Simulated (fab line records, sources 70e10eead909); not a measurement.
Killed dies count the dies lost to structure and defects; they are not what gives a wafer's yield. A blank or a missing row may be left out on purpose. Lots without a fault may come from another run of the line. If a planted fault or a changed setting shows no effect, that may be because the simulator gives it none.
Which tool is to blame? | flow nand-harc | 6 lots, 18 wafers sampled, at 3 steps of a route of 1302

== WHAT THE GAUGES READ, wafer by wafer ==
NHARC_P_GATE_CD_MEAS_91: target cd 2000 nm.
lot  | measured     | on        | cd-nm (nm)
L698 | day 6 16:45  | cd-sem-01 | 2002.8 2001.6 2000.9
L701 | day 7 15:04  | cd-sem-01 | 2000.5 1998.8 2001.8
L703 | day 8 11:37  | cd-sem-02 | 1999.0 1999.8 2001.9
L705 | day 9 08:36  | cd-sem-01 | 2000.5 1997.9 1998.7
L709 | day 10 22:46 | cd-sem-02 | 1999.4 1997.3 1997.7
L718 | day 14 22:11 | cd-sem-03 | 2000.3 1997.9 1998.8

== EACH LOT AND THE TOOL THAT RAN IT (in order: tool; ch and the chambers of the sampled wafers; start) ==
lot  | NHARC_P_GATE_ETCHBACK_37                     | NHARC_P_GATE_EXPOSE_88
L698 | rie-diel-13 ch 1,2, day 6 16:35 or earlier   | krf-scanner-02 ch 0, day 6 16:35
L701 | rie-diel-04 ch 0,1,2, day 7 14:55 or earlier | krf-scanner-04 ch 0, day 7 14:55
L703 | rie-diel-04 ch 0,3, day 8 11:27 or earlier   | krf-scanner-03 ch 0, day 8 11:27
L705 | rie-diel-09 ch 1,2, day 9 08:26 or earlier   | krf-scanner-03 ch 0, day 9 08:26
L709 | rie-diel-13 ch 1,2, day 10 22:37 or earlier  | krf-scanner-04 ch 0, day 10 22:37
L718 | rie-diel-04 ch 0,1, day 14 22:02 or earlier  | krf-scanner-03 ch 0, day 14 22:02
- NHARC_P_GATE_ETCHBACK_37: etches the open film in CHF3/O2, target depth 34.5 nm, time 17.2 s.
- NHARC_P_GATE_EXPOSE_88: exposes mask P HVN, target cd 2000 nm.

== THE ANSWER, worked out from the rows above alone ==
Rule: the usual values come from the lots themselves. The widest of any qualifying gaps counts: lots, ordered by their means at a reading, are off when they make up no more than a third of the lots, leave a main group of 4 or more, and stand apart from it by 3 or more times the standard deviation of that group's means. The tables above print the reading to a certain number of digits; a main group whose means all agree to those digits is not used. A lot without any number at a reading at which 4 lots or more have one is off too. All remaining lots with rows at the step are treated as sound.
None of the lots is off at any reading shown; this tells nothing.

== WHAT THE SIMULATOR HAD PUT IN ==
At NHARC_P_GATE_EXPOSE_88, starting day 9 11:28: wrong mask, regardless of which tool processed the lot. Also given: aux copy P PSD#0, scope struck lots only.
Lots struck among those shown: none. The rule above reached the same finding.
